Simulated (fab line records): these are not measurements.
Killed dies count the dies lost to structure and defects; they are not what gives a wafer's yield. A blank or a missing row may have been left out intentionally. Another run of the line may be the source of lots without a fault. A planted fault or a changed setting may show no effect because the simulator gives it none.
Chamber matching :: flow nand_harc :: NHARC_P_BONDPAD_CMP_19 on cmp-04: 4 sister chambers
The step polishes, t overpolish 30 s, cu recess touch 16 s, target thk 160.81 nm. 4 wafers are shown with their chamber, then 8 later ones without.

== EACH WAFER AND ITS CHAMBER ==
wafer: L078.6
chamber: 1
motor_current_A (A): 11.3

wafer: L081.5
chamber: 0
motor_current_A (A): 9.6

wafer: L089.5
chamber: 3
motor_current_A (A): 11.8

wafer: L093.1
chamber: 2
motor_current_A (A): 10.4

== WAFERS WITHOUT THEIR CHAMBER ==
wafer: L093.2
motor_current_A (A): 10.7

wafer: L093.6
motor_current_A (A): 10.8

wafer: L095.2
motor_current_A (A): 10.2

wafer: L095.4
motor_current_A (A): 11.8

wafer: L095.5
motor_current_A (A): 10.5

wafer: L096.2
motor_current_A (A): 11.0

wafer: L096.3
motor_current_A (A): 10.7

wafer: L096.4
motor_current_A (A): 11.8

== THE CHAMBER EACH PASSED THROUGH ==
wafer: L093.2
from the rows above: can't be placed: 2 or 1
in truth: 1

wafer: L093.6
from the rows above: can't be placed: 2 or 1
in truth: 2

wafer: L095.2
from the rows above: can't be placed: 2 or 0
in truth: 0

wafer: L095.4
from the rows above: 3
in truth: 3

wafer: L095.5
from the rows above: 2
in truth: 2

wafer: L096.2
from the rows above: can't be placed: 1 or 2
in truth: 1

wafer: L096.3
from the rows above: can't be placed: 2 or 1
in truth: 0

wafer: L096.4
from the rows above: 3
in truth: 3
Correct placement for 3 of the 8. From these rows, 5 cannot be placed; in 4 the true chamber is one of the candidates. Wrongly placed: 0.
How it was worked out, from the rows above alone: a wafer's distance from a chamber is the root of the sum, over the readings, of the square of ((its reading less the chamber's mean) divided by the reading's scatter). The wafer belongs to the nearest chamber; if the next one is less than 2 further off, it can't be placed. A chamber's mean is the mean of its shown wafers. The scatter (one wafer shown for each chamber): square how far every hidden wafer sits from the nearest shown wafer, average those squares and take the square root.
